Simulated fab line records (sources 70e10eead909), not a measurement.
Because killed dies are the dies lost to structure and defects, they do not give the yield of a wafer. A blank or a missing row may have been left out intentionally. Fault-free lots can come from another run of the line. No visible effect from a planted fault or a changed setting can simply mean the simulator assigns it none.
Check for tools in common ; flow nandHarc ; Lots sampled 12, wafers sampled 36

== WHY IT WAS OPENED ==
Flagged at NHARC_A_CONTACT_CD_MEAS_42: reading cdNm, on 2 of 12 lots. Fault-free wafers read 300.0 nm, with a standard deviation of 0.4.
Rule: a lot gets a flag if all its wafers with a number sit over 4 standard deviations from that mean, or if no wafer of it has a number. The rest of the lots are taken to be sound.

lot;measured;on;cdNm (nm), wafer by wafer;flag
L957;day 21 04:26;cdSem-02;299.9 299.7 300.2;
L958;day 21 20:41;cdSem-03;300.2 300.3 300.2;
L961;day 22 22:47;cdSem-03;300.0 300.1 299.4;
L963;day 24 01:05;cdSem-01;300.7 299.8 300.0;
L966;day 24 11:41;cdSem-03;323.6 323.0 323.6;FLAGGED
L967;day 25 03:01;cdSem-02;318.9 318.8 318.2;FLAGGED
L969;day 25 06:57;cdSem-03;300.1 300.6 299.9;
L970;day 27 10:49;cdSem-03;299.3 300.1 299.7;
L973;day 27 23:44;cdSem-01;300.2 299.8 300.1;
L976;day 28 10:57;cdSem-02;300.0 299.7 300.1;
L975;day 29 10:01;cdSem-01;299.8 300.2 299.7;
L978;day 29 23:09;cdSem-01;300.0 300.2 300.4;
Average over the flagged lots: 321.0 nm; offset from the usual +21.0 nm, equal to +53 standard deviations.

== EACH LOT AND THE TOOL IT RAN ON ==
The record holds 3 process steps before the reading, out of a route of 1302 steps. Each cell gives the tool, then ch followed by the chambers the sampled wafers passed through, then the start.
lot;flag;NHARC_A_WL_FILL_ALD_19;NHARC_A_CONTACT_DEP_28;NHARC_A_CONTACT_EXPOSE_39
L957;;aldMetal-03 ch 0,3, day 20 21:44;aclDep-02 ch 0, day 21 00:52;arfiScanner-02 ch 0, day 21 04:17
L958;;aldMetal-03 ch 2,3, day 21 11:08;aclDep-01 ch 0, day 21 16:24;arfiScanner-02 ch 0, day 21 20:32
L961;;aldMetal-03 ch 0,3, day 22 16:08;aclDep-03 ch 0, day 22 17:49;arfiScanner-03 ch 0, day 22 22:39
L963;;aldMetal-02 ch 1,2,3, day 23 18:35;aclDep-03 ch 0, day 23 20:06;arfiScanner-03 ch 0, day 24 00:57
L966;FLAGGED;aldMetal-02 ch 1,3, day 24 04:57;aclDep-02 ch 0, day 24 07:32;arfiScanner-03 ch 0, day 24 11:33
L967;FLAGGED;aldMetal-04 ch 0,1,2, day 24 17:37;aclDep-01 ch 0, day 24 21:59;arfiScanner-03 ch 0, day 25 02:52
L969;;aldMetal-02 ch 1,2,3, day 24 20:31;aclDep-03 ch 0, day 25 02:38;arfiScanner-02 ch 0, day 25 06:49
L970;;aldMetal-04 ch 0,1,3, day 27 04:23;aclDep-02 ch 0, day 27 05:55;arfiScanner-02 ch 0, day 27 10:40
L973;;aldMetal-04 ch 0,2,3, day 27 14:44;aclDep-02 ch 0, day 27 19:25;arfiScanner-02 ch 0, day 27 23:35
L976;;aldMetal-03 ch 1,2,3, day 28 03:30;aclDep-02 ch 0, day 28 06:41;arfiScanner-01 ch 0, day 28 10:49
L975;;aldMetal-04 ch 0,1,3, day 28 20:43;aclDep-01 ch 0, day 29 05:00;arfiScanner-02 ch 0, day 29 09:53
L978;;aldMetal-02 ch 0,1,3, day 29 16:44;aclDep-03 ch 0, day 29 18:16;arfiScanner-01 ch 0, day 29 23:01
These steps, and what they do:
- NHARC_A_WL_FILL_ALD_19: deposits TiN, target thk 2 nm, pulse time 3 s, ald cycles 100.
- NHARC_A_CONTACT_DEP_28: deposits aC, target thk 7000 nm.
- NHARC_A_CONTACT_EXPOSE_39: exposes mask A CC 3.
- NHARC_A_CONTACT_CD_MEAS_42: target cd 300 nm.

== FLAGGED OVER TOTAL, TOOL BY TOOL (the gauges that took the reading come last) ==
step;tool;lots run;flagged;share of the flagged lots;sound lots run after its first flagged lot
NHARC_A_WL_FILL_ALD_19;aldMetal-02;4;1;some;2 (L969,L978)
NHARC_A_WL_FILL_ALD_19;aldMetal-03;4;0;none;-
NHARC_A_WL_FILL_ALD_19;aldMetal-04;4;1;some;3 (L970,L973,L975)
NHARC_A_CONTACT_DEP_28;aclDep-01;3;1;some;1 (L975)
NHARC_A_CONTACT_DEP_28;aclDep-02;5;1;some;3 (L970,L973,L976)
NHARC_A_CONTACT_DEP_28;aclDep-03;4;0;none;-
NHARC_A_CONTACT_EXPOSE_39;arfiScanner-01;2;0;none;-
NHARC_A_CONTACT_EXPOSE_39;arfiScanner-02;6;0;none;-
NHARC_A_CONTACT_EXPOSE_39;arfiScanner-03;4;2;all;0
NHARC_A_CONTACT_CD_MEAS_42;cdSem-01;4;0;none;-
NHARC_A_CONTACT_CD_MEAS_42;cdSem-02;3;1;some;1 (L976)
NHARC_A_CONTACT_CD_MEAS_42;cdSem-03;5;1;some;2 (L969,L970)

== WHAT THE TABLE ALLOWS ==
1 row of the table ran every flagged lot: arfiScanner-03 at NHARC_A_CONTACT_EXPOSE_39.
- arfiScanner-03 at NHARC_A_CONTACT_EXPOSE_39: 2 of its 4 lots flagged. Last sound lot L963 at day 24 00:57, first flagged lot L966 at day 24 11:33; a fault beginning in between fits. Its own readings lie more than 4 standard deviations out on every wafer of the flagged lots: exposureDoseMJCm2.
arfiScanner-03 at NHARC_A_CONTACT_EXPOSE_39 is the single tool remaining.

== WHAT THE SIMULATOR PUT IN ==
Process parameter drift: arfiScanner-03, from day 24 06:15 on, at NHARC_A_CONTACT_EXPOSE_39. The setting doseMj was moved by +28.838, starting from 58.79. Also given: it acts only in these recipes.
Lots struck among those shown: L966, L967. The rule given above showed the same thing.
